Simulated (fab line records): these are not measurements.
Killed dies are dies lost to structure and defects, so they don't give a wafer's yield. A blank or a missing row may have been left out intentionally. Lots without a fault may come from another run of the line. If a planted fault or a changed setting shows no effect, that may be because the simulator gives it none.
Which tool did it?    flow nand harc    33 wafers from 11 lots sampled at 5 of the route's 1302 steps

## WHAT EACH GAUGE READ, for each wafer
NHARC_P_GATE_CD_MEAS_59: the cd target is 720 nm.
lot   measured      on         cd nm (nm)
L539  day 5 12:11   cd sem-02  719.9 719.0 719.4
L540  day 6 02:04   cd sem-03  718.4 720.3 720.1
L545  day 8 01:09   cd sem-01  727.7 728.2 727.3 727.4 728.4 727.8
L553  day 11 21:19  cd sem-03  717.6 719.3 718.8
L554  day 12 03:35  cd sem-03  719.5 719.0 718.2
L556  day 12 16:53  cd sem-02  719.9 720.0 719.8
L558  day 13 12:03  cd sem-03  719.1 718.2 718.0
L559  day 13 19:29  cd sem-01  719.8 719.9 719.4
L560  day 14 06:43  cd sem-02  718.6 722.1 720.7
L561  day 15 01:53  cd sem-01  718.6 718.6 721.6
L562  day 15 07:29  cd sem-01  719.3 717.2 720.4

## WHAT TOOL EACH LOT RAN ON (gives the tool, then ch and the chambers of the sampled wafers, and finally the start)
lot   NHARC_P_STI_ETCH_15               NHARC_P_GATE_HM_OPEN_105                       NHARC_P_GATE_DESCUM_48              NHARC_P_GATE_EXPOSE_56
L539  rie si-01 ch 0,3, day 2 20:47     rie diel-07 ch 1,2,3, day 5 10:37 or earlier   rie diel-04 ch 0,1,3, day 5 10:37   krf scanner-02 ch 0, day 5 12:01
L540  rie si-04 ch 0,2,3, day 3 08:35   rie diel-04 ch 0,3, day 6 00:37 or earlier     rie diel-04 ch 0,2, day 6 00:37     krf scanner-02 ch 0, day 6 01:54
L545  rie si-01 ch 0,2, day 5 09:46     rie diel-07 ch 0,1,2, day 7 23:34 or earlier   rie diel-04 ch 0,1,3, day 7 23:34   krf scanner-04 ch 0, day 8 01:00
L553  rie si-04 ch 0,3, day 8 14:55     rie diel-12 ch 1,3, day 11 19:40 or earlier    rie diel-04 ch 2,3, day 11 19:40    krf scanner-03 ch 0, day 11 21:09
L554  rie si-04 ch 0,1,3, day 9 04:21   rie diel-07 ch 0,3, day 12 02:07 or earlier    rie diel-07 ch 1,2,3, day 12 02:07  krf scanner-03 ch 0, day 12 03:26
L556  rie si-01 ch 0,1,3, day 10 00:25  rie diel-12 ch 0,3, day 12 15:26 or earlier    rie diel-07 ch 0,1, day 12 15:26    krf scanner-03 ch 0, day 12 16:44
L558  rie si-01 ch 1,2,3, day 10 17:08  rie diel-04 ch 0,1,3, day 13 10:34 or earlier  rie diel-04 ch 0,1,2, day 13 10:34  krf scanner-03 ch 0, day 13 11:53
L559  rie si-05 ch 1,3, day 11 02:47    rie diel-07 ch 0,1,2, day 13 17:48 or earlier  rie diel-12 ch 0,1,2, day 13 17:48  krf scanner-02 ch 0, day 13 19:20
L560  rie si-05 ch 0,1,2, day 11 14:58  rie diel-07 ch 0,2, day 14 05:15 or earlier    rie diel-04 ch 0,2, day 14 05:15    krf scanner-02 ch 0, day 14 06:34
L561  rie si-05 ch 1,2, day 12 01:11    rie diel-12 ch 0,2, day 15 00:17 or earlier    rie diel-07 ch 0,1, day 15 00:17    krf scanner-04 ch 0, day 15 01:44
L562  rie si-05 ch 0,1, day 12 09:24    rie diel-07 ch 0,1,3, day 15 05:52 or earlier  rie diel-12 ch 0,2,3, day 15 05:52  krf scanner-03 ch 0, day 15 07:19
- NHARC_P_STI_ETCH_15: etches the open film in HBr/Cl2, target depth 300 nm, time 100.1 s.
- NHARC_P_GATE_HM_OPEN_105: chemistry O2/COS, target depth 360 nm.
- NHARC_P_GATE_DESCUM_48: chemistry O2, time 3 s.
- NHARC_P_GATE_EXPOSE_56: exposes mask P PSD, target cd 720 nm.

## THE ANSWER, worked out from the rows above alone
Rule: what is usual is taken from the lots themselves. Put in order of their means at a reading, lots are off if they are a third of the lots or fewer, leave a main group of 4 or more, and stand apart from it by a gap of 3 or more times the standard deviation of the main group's means; of several such gaps the widest counts. A main group is skipped when, at the precision printed for the reading in the tables above, its means are all equal. A lot without any number at a reading at which 4 lots or more have one is off too. The other lots that the step has rows for count as sound.
Off: L545 (NHARC_P_GATE_CD_MEAS_59, cd nm). The main group: mean 719.4 nm, standard deviation 0.6.
A tool fits if, at a process step before that reading, it ran every lot that is off, and no sound lot after the first of them. The gauges at NHARC_P_GATE_CD_MEAS_59 are tried like those tools. Because NHARC_P_GATE_HM_OPEN_105 lacks a start for some lots, the hours and order of its lots are taken from NHARC_P_GATE_DESCUM_48. No candidate that was tried fits.

## WHAT HAD BEEN PUT IN BY THE SIMULATOR
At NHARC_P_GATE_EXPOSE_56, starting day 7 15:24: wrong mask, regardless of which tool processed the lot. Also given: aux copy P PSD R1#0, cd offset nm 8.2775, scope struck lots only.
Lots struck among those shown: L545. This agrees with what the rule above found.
